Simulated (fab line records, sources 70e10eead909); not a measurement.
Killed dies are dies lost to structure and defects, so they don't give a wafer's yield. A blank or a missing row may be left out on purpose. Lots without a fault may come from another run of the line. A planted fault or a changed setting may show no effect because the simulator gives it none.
fab line records | flow nand_harc
record lots=6 wafers=18 last_day=30
route steps=1302 shown P_M0@264 END@1302
lots that met no fault: from a run of the same line without faults
start_h: hours from the record's first day to the start of the lot's first wafer shown | wait_h: hours since the lot's step before | " the same as in the row above | L1.1+2: a row that stands for several wafers | - no value, or no start given | * or withheld: withheld | < > ~ a bound
route shown NAME@n: a module of which the file shows steps, and the number in the route of the first | usual: mean/standard deviation of fault-free wafers | same: alike in all rows | chamber/n: place in a boat | sites: the reading at each site | _std_site: their standard deviation | _edge_site: outer sites' mean less inner sites' | radius_mm: how far each site lies from the wafer's centre | mask NAME#n: copy n | behind: the tool/chamber that last shaped the wafer | hold: why the lot was held/for how many hours/how that ended | device: the transistor (n, p or np) that didn't switch | end of line: the same wafers' tests at the end of the route | a step without rows: its recipe alone | killed: dies lost to structure and defects at the first sort, not the wafer's yield | map: a wafer's dies, x killed, . not, _ none there
set.NAME: the setting as run; set.NAME@STEP: as run at that earlier step | model.NAME: the simulator's own value behind a step, which no gauge read
lots at some steps of the route; a table a step, a row a wafer
services: from which hour (start_h, from the record's first day; less than 0 if before it) a tool's chamber was out of use, for how many hours, and why
## steps
# step NHARC_P_M0_OVL_MEAS_10
# recipe pitch_nm=180
# usual overlay_x_nm=0.0/0.73 overlay_y_nm=-0.2/0.66
# columns lot.wafer tool chamber start_h wait_h overlay_x_nm overlay_y_nm
L557.3 overlay-01 - 120.59 - 0.5 0.1
L557.5 " - " " 0.2 -0.2
L557.6 " - " " 0.7 0.0
L559.2 overlay-02 - 145.52 - 1.1 -0.3
L559.3 " - " " 1.1 -0.5
L559.6 " - " " 0.6 -0.2
L563.1 overlay-01 - 177.34 - -0.9 0.1
L563.4 " - " " -1.0 1.0
L563.6 " - " " -0.6 0.4
L564.1 overlay-02 - 191.08 - -0.5 0.1
L564.5 " - " " -0.4 -0.3
L564.6 " - " " 0.0 -0.4
L572.3 overlay-02 - 269.21 - 1.9 -1.0
L572.4 " - " " 1.3 -0.9
L572.5 " - " " 1.1 -1.5
L573.2 overlay-01 - 278.85 - 0.1 0.3
L573.3 " - " " 0.4 1.2
L573.5 " - " " 0.3 0.8
# step NHARC_P_M0_INSPECT_11
# usual raw_defect_count=4.5/2.4
# columns lot.wafer tool chamber start_h wait_h raw_defect_count
L557.3 defect_inspect-02 - 120.62 0.0 6
L557.5 " - " " 7
L557.6 " - " " 2
L559.2 defect_inspect-02 - 145.55 0.0 8
L559.3 " - " " 8
L559.6 " - " " 12
L563.1 defect_inspect-01 - 177.37 0.0 5
L563.4 " - " " 7
L563.6 " - " " 7
L564.1 defect_inspect-02 - 191.12 0.0 7
L564.5 " - " " 5
L564.6 " - " " 8
L572.3 defect_inspect-02 - 269.24 0.0 8
L572.4 " - " " 5
L572.5 " - " " 5
L573.2 defect_inspect-02 - 278.89 0.0 4
L573.3 " - " " 5
L573.5 " - " " 4
# step NHARC_P_M0_DESCUM_14
# recipe time_s=3 o2_flow_sccm=200 ar_flow_sccm=0 bias_power_w=0 chemistry=O2
# step NHARC_P_M0_ETCH_34
# recipe target_depth_a=400 overetch_a=120 time_s=43.94 ion_energy_ev=200 n2_flow_sccm=150 h2_flow_sccm=150 ar_flow_sccm=0 rf_w=400 bias_w=150 chemistry=N2/H2
# usual drypump_motor_current_A=5.6/0.4 oes_product_au=0.999/0.0079 rf_vpp_V=429.7/2.1 showerhead_plenum_p_Torr=2.00/0.07 throttle_valve_pct=14.171/0.0096
# columns lot.wafer tool chamber start_h wait_h drypump_motor_current_A oes_product_au rf_hours_counter_h rf_vpp_V showerhead_plenum_p_Torr throttle_valve_pct
L557.3 rie_diel-04 2 120.77 0.1 5.3 0.992 42 430.8 2.10 14.171
L557.6 " 2 " " 5.4 0.990 - 432.0 2.10 14.174
L557.5 " 3 " " 6.2 0.999 - 426.7 1.90 14.171
L559.3 rie_diel-07 1 145.71 0.1 5.3 0.998 2 429.7 2.00 14.181
L559.2 " 3 " " 5.3 0.994 2 429.9 2.05 14.164
L559.6 " 0 " " 5.8 0.991 - 427.4 1.96 14.163
L563.4 rie_diel-01 1 177.53 0.1 5.2 0.996 52 426.2 1.93 14.152
L563.1 " 2 " " 5.5 0.996 52 433.7 2.11 14.175
L563.6 " 3 " " 6.6 1.005 - 429.6 1.95 14.160
L564.1 rie_diel-01 2 191.27 0.1 5.5 0.993 55 431.8 2.11 14.177
L564.5 " 1 " " 5.2 1.006 - 428.1 1.93 14.170
L564.6 " 2 " " 5.5 0.991 - 432.8 2.11 14.192
L572.3 rie_diel-07 2 269.40 0.1 5.3 1.008 30 430.5 2.06 14.164
L572.4 " 3 " " 5.3 1.004 27 430.7 2.04 14.176
L572.5 " 1 " " 5.4 0.999 - 429.2 1.99 14.181
L573.2 rie_diel-04 1 279.04 0.1 5.8 0.994 26 431.5 2.10 14.186
L573.3 " 2 " " 5.4 0.994 31 432.8 2.09 14.172
L573.5 " 1 " " 5.8 0.994 - 431.4 2.10 14.179
# step NHARC_P_M0_ETCH_15
# recipe target_depth_a=1500 overetch_a=150 time_s=82.5 c4f8_flow_sccm=withheld ar_flow_sccm=400 rf_w=600 bias_w=300 chemistry=C4F8/Ar
# step NHARC_P_M0_CD_MEAS_16
# usual cd_nm=90.0/0.62
# columns lot.wafer tool chamber start_h wait_h cd_nm
L557.3 cd_sem-01 - 120.99 - 90.4
L557.5 " - " " 90.5
L557.6 " - " " 91.1
L559.2 cd_sem-01 - 145.92 - 89.5
L559.3 " - " " 90.0
L559.6 " - " " 90.3
L563.1 cd_sem-01 - 177.74 - 89.1
L563.4 " - " " 89.1
L563.6 " - " " 89.0
L564.1 cd_sem-01 - 191.48 - 89.2
L564.5 " - " " 89.8
L564.6 " - " " 89.7
L572.3 cd_sem-01 - 269.60 - 90.4
L572.4 " - " " 89.9
L572.5 " - " " 90.0
L573.2 cd_sem-03 - 279.25 - 90.3
L573.3 " - " " 90.0
L573.5 " - " " 89.3
# step NHARC_P_M0_STRIP_18
# recipe power_w=1000 n2_flow_sccm=150 h2_flow_sccm=150 ar_flow_sccm=0 bias_w=0 chemistry=N2/H2
# usual drypump_motor_current_A=5.6/0.38 oes_product_au=0.998/0.0075 rf_vpp_V=90.4/0.91 showerhead_plenum_p_Torr=2.01/0.072 throttle_valve_pct=14.171/0.009
# columns lot.wafer tool chamber start_h wait_h drypump_motor_current_A oes_product_au rf_hours_counter_h rf_vpp_V showerhead_plenum_p_Torr throttle_valve_pct
L557.3 rie_diel-04 2 121.10 0.1 5.4 0.995 42 90.7 2.10 14.166
L557.6 " 2 " " 5.3 0.995 - 91.8 2.10 14.154
L557.5 " 3 " " 6.3 0.999 - 89.8 1.90 14.176
L559.3 rie_diel-04 0 146.01 0.1 5.4 0.992 51 89.9 2.03 14.186
L559.2 " 2 " " 5.4 0.995 48 90.5 2.10 14.166
L559.6 " 3 " " 6.3 1.003 - 91.0 1.89 14.175
L563.4 rie_diel-04 3 177.81 0.1 6.2 0.997 56 90.2 1.89 14.173
L563.1 " 2 " " 5.4 0.988 61 89.8 2.10 14.183
L563.6 " 3 " " 6.2 0.992 - 88.7 1.89 14.172
L564.1 rie_diel-04 1 191.55 0.1 5.8 0.991 0 90.5 2.11 14.167
L564.6 " 1 " " 5.8 0.994 - 92.2 2.11 14.168
L564.5 " 2 " " 5.4 0.993 - 90.2 2.10 14.194
L572.3 rie_diel-07 3 269.70 0.1 5.3 0.996 27 91.0 2.04 14.155
L572.4 " 0 " " 5.9 0.999 26 90.1 1.95 14.178
L572.5 " 2 " " 5.2 0.995 - 90.0 2.06 14.184
L573.3 rie_diel-07 1 279.38 0.1 5.3 1.010 31 91.1 1.99 14.168
L573.2 " 2 " " 5.3 0.996 32 91.3 2.06 14.167
L573.5 " 0 " " 5.8 1.005 - 88.7 1.95 14.181
# step NHARC_P_M0_STRIP_19
# recipe time_s=600 temp_c=30 chemistry=post_etch_residue_remover
# step NHARC_P_M0_DEGAS_28
# recipe temp_c=250 time_s=60
# usual heater_power_w=337/40
# columns lot.wafer tool chamber start_h wait_h heater_power_w
L557.3 pvd_sputter-03 - 121.66 - 375
L557.5 " - " " 319
L557.6 " - " " 316
L559.2 pvd_sputter-01 - 146.53 - 308
L559.3 " - " " 371
L559.6 " - " " 371
L563.1 pvd_sputter-01 - 178.35 - 368
L563.4 " - " " 297
L563.6 " - " " 406
L564.1 pvd_sputter-02 - 192.12 - 346
L564.6 " - " " 330
L564.5 " - " " 273
L572.3 pvd_sputter-03 - 270.21 - 324
L572.4 " - " " 318
L572.5 " - " " 316
L573.2 pvd_sputter-03 - 279.87 - 322
L573.3 " - " " 321
L573.5 " - " " 323
# step NHARC_P_M0_PRE_CLEAN_29
# recipe time_s=30 temp_c=280 gas=H2/He
# usual heater_power_w=416/49
# columns lot.wafer tool chamber start_h wait_h heater_power_w
L557.3 pvd_sputter-03 - - - 407
L557.6 " - " " 383
L557.5 " - " " 451
L559.3 pvd_sputter-01 - - - 499
L559.2 " - " " 364
L559.6 " - " " 365
L563.1 pvd_sputter-01 - - - 369
L563.4 " - " " 371
L563.6 " - " " 497
L564.1 pvd_sputter-02 - - - 338
L564.6 " - " " 491
L564.5 " - " " 435
L572.4 pvd_sputter-03 - - - 401
L572.3 " - " " 388
L572.5 " - " " 384
L573.2 pvd_sputter-03 - - - 458
L573.3 " - " " 384
L573.5 " - " " 478
# step NHARC_P_M0_PVD_20
# recipe target_thk_a=50 bias_v=168.6 power_w=15000 chamber_pressure_pa=0.12 time_s=8.06 substrate_temp_c=50 material=TaN
# step NHARC_P_M0_PVD_21
# recipe target_thk_a=300 chamber_pressure_pa=5 power_w=5000 substrate_temp_c=30 time_s=20.49 material=Cu
# usual throttle_valve_pct=29.5/0.73
# columns lot.wafer tool chamber start_h wait_h throttle_valve_pct
L557.3 pvd_sputter-03 - - - 30.1
L557.5 " - " " 29.4
L557.6 " - " " 31.0
L559.3 pvd_sputter-01 - - - 28.7
L559.2 " - " " 28.7
L559.6 " - " " 28.8
L563.4 pvd_sputter-01 - - - 29.8
L563.1 " - " " 29.1
L563.6 " - " " 29.8
L564.1 pvd_sputter-02 - - - 30.1
L564.6 " - " " 28.8
L564.5 " - " " 28.9
L572.4 pvd_sputter-03 - - - 29.8
L572.3 " - " " 29.9
L572.5 " - " " 31.0
L573.2 pvd_sputter-03 - - - 29.7
L573.3 " - " " 29.8
L573.5 " - " " 29.3
# step NHARC_P_M0_ECD_22
# recipe target_thk_a=4000 bath_temp_c=25 material=Cu
# usual bath_heat_duty_pct=7.1/0.66 bath_temp_c=24.99/0.11
# columns lot.wafer tool chamber start_h wait_h bath_heat_duty_pct bath_temp_c
L557.3 ecd_cu-02 0 122.15 - 7.3 25.03
L557.6 " 1 " " 6.8 24.87
L557.5 " 0 " " 7.9 25.00
L559.2 ecd_cu-01 1 146.94 - 5.9 24.90
L559.3 " 0 " " 7.3 25.00
L559.6 " 1 " " 7.1 25.01
L563.1 ecd_cu-01 0 178.72 - - -
L563.4 " 0 " " - -
L563.6 " 0 " " - -
L564.1 ecd_cu-02 0 192.50 - - -
L564.5 " 1 " " - -
L564.6 " 0 " " - -
L572.4 ecd_cu-01 0 270.68 - 6.2 25.02
L572.3 " 1 " " 6.2 24.95
L572.5 " 0 " " 6.3 25.00
L573.2 ecd_cu-01 1 280.29 - 7.1 25.02
L573.3 " 0 " " 6.6 24.93
L573.5 " 0 " " 6.2 24.92
# step NHARC_P_M0_ANNEAL_30
# recipe temp_c=225 time_s=90
# step NHARC_P_M0_CMP_23
# recipe t_overpolish_s=20 target_thk_nm=117.54
# usual edge_zone_pressure_frac=1.000/0.0048 motor_current_A=11.6/1.1 time_to_endpoint_s=28.7/2.2
# columns lot.wafer tool chamber start_h wait_h edge_zone_pressure_frac motor_current_A time_to_endpoint_s
L557.3 cmp-03 0 122.75 - 1.003 12.9 26.5
L557.5 " 3 " " 1.002 12.3 26.7
L557.6 " 0 " " 0.999 13.0 27.8
L559.2 cmp-01 3 147.61 - 0.998 11.1 26.0
L559.3 " 1 " " 0.999 13.4 29.3
L559.6 " 0 " " 0.997 11.9 28.7
L563.1 cmp-01 0 179.45 - 1.003 13.0 3.4
L563.4 " 1 " " 1.003 13.3 2.6
L563.6 " 1 " " 1.001 12.9 1.5
L564.1 cmp-04 3 193.26 - 1.003 10.1 0.9
L564.6 " 0 " " 1.001 11.4 1.6
L564.5 " 1 " " 1.002 11.6 4.0
L572.4 cmp-03 3 271.30 - 1.008 12.4 28.4
L572.3 " 0 " " 0.998 12.4 26.3
L572.5 " 3 " " 1.007 12.3 30.3
L573.3 cmp-04 3 280.96 - 0.999 10.4 26.2
L573.2 " 2 " " 0.996 9.9 28.2
L573.5 " 3 " " 0.994 10.3 24.1
# step NHARC_P_M0_THK_MEAS_24
# recipe thk_meas_gauge=xrf
# usual thk_nm=117.7/1.4
# columns lot.wafer tool chamber start_h wait_h thk_nm
L557.3 film_metro-01 - 123.04 - 116.7
L557.5 " - " " 116.2
L557.6 " - " " 116.0
L559.2 film_metro-01 - 147.93 - 116.8
L559.3 " - " " 115.4
L559.6 " - " " 119.2
L563.1 film_metro-02 - 179.76 - 31.2
L563.4 " - " " 28.6
L563.6 " - " " 30.1
L564.1 film_metro-01 - 193.49 - 30.8
L564.5 " - " " 27.7
L564.6 " - " " 29.7
L572.3 film_metro-02 - 271.62 - 117.6
L572.4 " - " " 118.1
L572.5 " - " " 119.3
L573.2 film_metro-01 - 281.28 - 117.0
L573.3 " - " " 117.5
L573.5 " - " " 115.3
# step NHARC_P_M0_SRD_25
# step NHARC_END_SORT_01
# recipe temp_c=25
# usual defect_limited_yield=91/3 killed_at_array=56/20 killed_at_other=1/1.3 killed_at_periphery=3.5/2.7 killed_dies=60/20 killed_open=3.3/1.6 killed_short=2.4/1.5
# same gross_dies=677
# columns lot.wafer tool chamber start_h wait_h defect_limited_yield[%] killed_at_array killed_at_other killed_at_periphery killed_dies killed_open killed_short
L563.1 prober-01 0 618.88 2.4 0 63 0 614 677 5 3
L563.4 prober-01 0 621.25 3.4 0 51 2 624 677 3 1
L563.6 prober-01 0 622.83 4.0 0 51 0 626 677 5 1
L564.1 prober-02 0 625.17 2.4 0 57 1 619 677 6 5
L564.5 prober-02 0 628.39 3.7 0 66 3 608 677 7 3
L564.6 prober-02 0 629.19 4.0 0 38 3 636 677 1 4
L573.2 prober-02 0 722.75 2.8 86 89 1 2 92 4 1
L573.3 prober-02 0 723.55 3.1 85 97 0 2 99 6 1
L573.5 prober-02 0 725.14 3.7 86 96 0 0 96 1 2
# killed by level:class
L563.1 P_M0:area_ecd=608 A_SLIT:chamber_film_flake=24 A_CHANNEL_HOLE_D2:chamber_film_flake=14 A_CONTACT:chamber_film_flake=8 A_CHANNEL_HOLE_D1:chamber_film_flake=5 P_CONTACT:geometric_particle:open=2 A_ZERO_WELL:chamber_film_flake=2 A_M1:chamber_film_flake=2
L563.4 P_M0:area_ecd=620 A_SLIT:chamber_film_flake=19 A_CONTACT:chamber_film_flake=12 A_CHANNEL_HOLE_D2:chamber_film_flake=9 A_M1:chamber_film_flake=6 A_CHANNEL_HOLE_D1:chamber_film_flake=3 P_M0:geometric_particle:open=1 A_SOURCE_PLATE:geometric_particle:short=1
L563.6 P_M0:area_ecd=624 A_SLIT:chamber_film_flake=27 A_CHANNEL_HOLE_D2:chamber_film_flake=8 A_CONTACT:chamber_film_flake=5 A_ONON_D1:geometric_particle:open=2 A_ZERO_WELL:chamber_film_flake=2 A_M1:chamber_film_flake=2 A_CHANNEL_FILL_D1:geometric_particle:short=1
L564.1 P_M0:area_ecd=612 A_CHANNEL_HOLE_D1:chamber_film_flake=19 A_CHANNEL_HOLE_D2:chamber_film_flake=11 A_CONTACT:chamber_film_flake=9 A_WL_FILL:chamber_film_flake=7 P_STI:chamber_film_flake=3 A_ONON_D2:geometric_particle:short=2 A_BLC:geometric_particle:open=2
L564.5 P_M0:area_ecd=602 A_CHANNEL_HOLE_D1:chamber_film_flake=36 A_CHANNEL_HOLE_D2:chamber_film_flake=13 A_CONTACT:chamber_film_flake=6 THIN_TSV:chamber_film_flake=3 P_GATE:geometric_particle:open=2 P_CONTACT:chamber_film_flake=2 A_M1:chamber_film_flake=2
L564.6 P_M0:area_ecd=632 A_CHANNEL_HOLE_D1:chamber_film_flake=17 A_CHANNEL_HOLE_D2:chamber_film_flake=8 A_CONTACT:chamber_film_flake=6 THIN_TSV:chamber_film_flake=3 A_WL_FILL:chamber_film_flake=2 P_STI:geometric_particle:short=1 P_CONTACT:geometric_particle:open=1
L573.2 A_SLIT:chamber_film_flake=35 A_CHANNEL_HOLE_D2:chamber_film_flake=21 A_CHANNEL_HOLE_D1:chamber_film_flake=17 A_CONTACT:chamber_film_flake=8 A_WL_FILL:chamber_film_flake=3 A_CHANNEL_FILL_D2:geometric_particle:open=2 P_M0:geometric_particle:open=1 A_CHANNEL_FILL_D2:geometric_particle:short=1
L573.3 A_SLIT:chamber_film_flake=38 A_CHANNEL_HOLE_D2:chamber_film_flake=23 A_CHANNEL_HOLE_D1:chamber_film_flake=19 A_CONTACT:chamber_film_flake=7 A_STAIRCASE:chamber_film_flake=3 P_M0:geometric_particle:open=1 A_ONON_D1:geometric_particle:short=1 A_DECK1_JOINT:geometric_particle:open=1
L573.5 A_CHANNEL_HOLE_D1:chamber_film_flake=36 A_SLIT:chamber_film_flake=28 A_CHANNEL_HOLE_D2:chamber_film_flake=12 A_CONTACT:chamber_film_flake=8 A_STAIRCASE:chamber_film_flake=5 A_WL_FILL:chamber_film_flake=3 A_ONON_D1:geometric_particle:short=2 A_WL_FILL:geometric_particle:open=1
# map L563.1 (x killed, . not)
____________x____________
_________xxxxxxx_________
_______xxxxxxxxxxx_______
______xxxxxxxxxxxxx______
_____xxxxxxxxxxxxxxx_____
____xxxxxxxxxxxxxxxxx____
____xxxxxxxxxxxxxxxxx____
___xxxxxxxxxxxxxxxxxxx___
___xxxxxxxxxxxxxxxxxxx___
__xxxxxxxxxxxxxxxxxxxxx__
__xxxxxxxxxxxxxxxxxxxxx__
_xxxxxxxxxxxxxxxxxxxxxxx_
_xxxxxxxxxxxxxxxxxxxxxxx_
_xxxxxxxxxxxxxxxxxxxxxxx_
_xxxxxxxxxxxxxxxxxxxxxxx_
_xxxxxxxxxxxxxxxxxxxxxxx_
xxxxxxxxxxxxxxxxxxxxxxxxx
xxxxxxxxxxxxxxxxxxxxxxxxx
xxxxxxxxxxxxxxxxxxxxxxxxx
xxxxxxxxxxxxxxxxxxxxxxxxx
xxxxxxxxxxxxxxxxxxxxxxxxx
_xxxxxxxxxxxxxxxxxxxxxxx_
_xxxxxxxxxxxxxxxxxxxxxxx_
_xxxxxxxxxxxxxxxxxxxxxxx_
_xxxxxxxxxxxxxxxxxxxxxxx_
_xxxxxxxxxxxxxxxxxxxxxxx_
__xxxxxxxxxxxxxxxxxxxxx__
__xxxxxxxxxxxxxxxxxxxxx__
___xxxxxxxxxxxxxxxxxxx___
___xxxxxxxxxxxxxxxxxxx___
____xxxxxxxxxxxxxxxxx____
____xxxxxxxxxxxxxxxxx____
_____xxxxxxxxxxxxxxx_____
______xxxxxxxxxxxxx______
_______xxxxxxxxxxx_______
_________xxxxxxx_________
____________x____________
# map L564.1 (x killed, . not)
____________x____________
_________xxxxxxx_________
_______xxxxxxxxxxx_______
______xxxxxxxxxxxxx______
_____xxxxxxxxxxxxxxx_____
____xxxxxxxxxxxxxxxxx____
____xxxxxxxxxxxxxxxxx____
___xxxxxxxxxxxxxxxxxxx___
___xxxxxxxxxxxxxxxxxxx___
__xxxxxxxxxxxxxxxxxxxxx__
__xxxxxxxxxxxxxxxxxxxxx__
_xxxxxxxxxxxxxxxxxxxxxxx_
_xxxxxxxxxxxxxxxxxxxxxxx_
_xxxxxxxxxxxxxxxxxxxxxxx_
_xxxxxxxxxxxxxxxxxxxxxxx_
_xxxxxxxxxxxxxxxxxxxxxxx_
xxxxxxxxxxxxxxxxxxxxxxxxx
xxxxxxxxxxxxxxxxxxxxxxxxx
xxxxxxxxxxxxxxxxxxxxxxxxx
xxxxxxxxxxxxxxxxxxxxxxxxx
xxxxxxxxxxxxxxxxxxxxxxxxx
_xxxxxxxxxxxxxxxxxxxxxxx_
_xxxxxxxxxxxxxxxxxxxxxxx_
_xxxxxxxxxxxxxxxxxxxxxxx_
_xxxxxxxxxxxxxxxxxxxxxxx_
_xxxxxxxxxxxxxxxxxxxxxxx_
__xxxxxxxxxxxxxxxxxxxxx__
__xxxxxxxxxxxxxxxxxxxxx__
___xxxxxxxxxxxxxxxxxxx___
___xxxxxxxxxxxxxxxxxxx___
____xxxxxxxxxxxxxxxxx____
____xxxxxxxxxxxxxxxxx____
_____xxxxxxxxxxxxxxx_____
______xxxxxxxxxxxxx______
_______xxxxxxxxxxx_______
_________xxxxxxx_________
____________x____________
## services
# columns tool chamber start_h hours kind
pvd_sputter-02 - 104.00 10.0 pm
cmp-04 - 112.15 4.0 pm
pvd_sputter-01 - 116.01 3.7 repair
rie_diel-07 - 117.29 9.0 pm
rie_diel-04 - 122.24 0.3 repair
cmp-01 - 135.11 0.5 repair
ecd_cu-02 - 146.47 0.6 repair
cmp-01 - 148.33 0.2 repair
cmp-03 - 149.77 1.7 repair
ecd_cu-01 - 160.00 8.0 pm
rie_diel-04 3 161.32 4.8 repair
cmp-03 - 162.00 4.0 pm
pvd_sputter-03 - 162.77 5.9 repair
cmp-03 - 167.10 0.5 repair
pvd_sputter-03 - 170.00 10.0 pm
rie_diel-04 - 177.97 9.0 pm
ecd_cu-01 - 179.54 5.0 repair
cmp-01 - 188.52 4.0 pm
cmp-04 - 192.07 1.0 repair
pvd_sputter-03 - 210.82 1.1 repair
pvd_sputter-01 - 226.00 10.0 pm
rie_diel-04 - 248.66 0.2 repair
pvd_sputter-03 - 252.93 0.6 repair
ecd_cu-01 - 267.14 1.4 repair
## key
first_sign step=NHARC_P_M0_ECD_22 reading=tool_record direction=missing
effect step=NHARC_P_M0_CMP_23 reading=time_to_endpoint_s direction=down sigmas=12 usual=* struck=*
effect step=NHARC_P_M0_THK_MEAS_24 reading=thk_nm direction=down sigmas=63 usual=117.7 struck=29.7
effect step=NHARC_END_SORT_01 reading=killed_at_periphery direction=up sigmas=99+ usual=3.5 struck=621.2
more_kills_born_at NHARC_P_M0_ECD_22@ecd_cu-01=1852 NHARC_P_M0_ECD_22@ecd_cu-02=1846
met_at NHARC_P_M0_ECD_22
struck_wafers L563.1,L563.4,L563.6,L564.1,L564.5,L564.6
later_rows_left_out L563.1,L563.4,L563.6,L564.1,L564.5,L564.6
onset_between 146.94 178.72
fault kind=skipped_step_whole tool=ecd_cu-01,ecd_cu-02 chamber=- onset_h=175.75 steps=NHARC_P_M0_ECD_22 scope=struck_lots_only
# later_rows_left_out: the simulator's readings of these wafers behind a module that went badly wrong aren't trusted and aren't shown, but for the sort
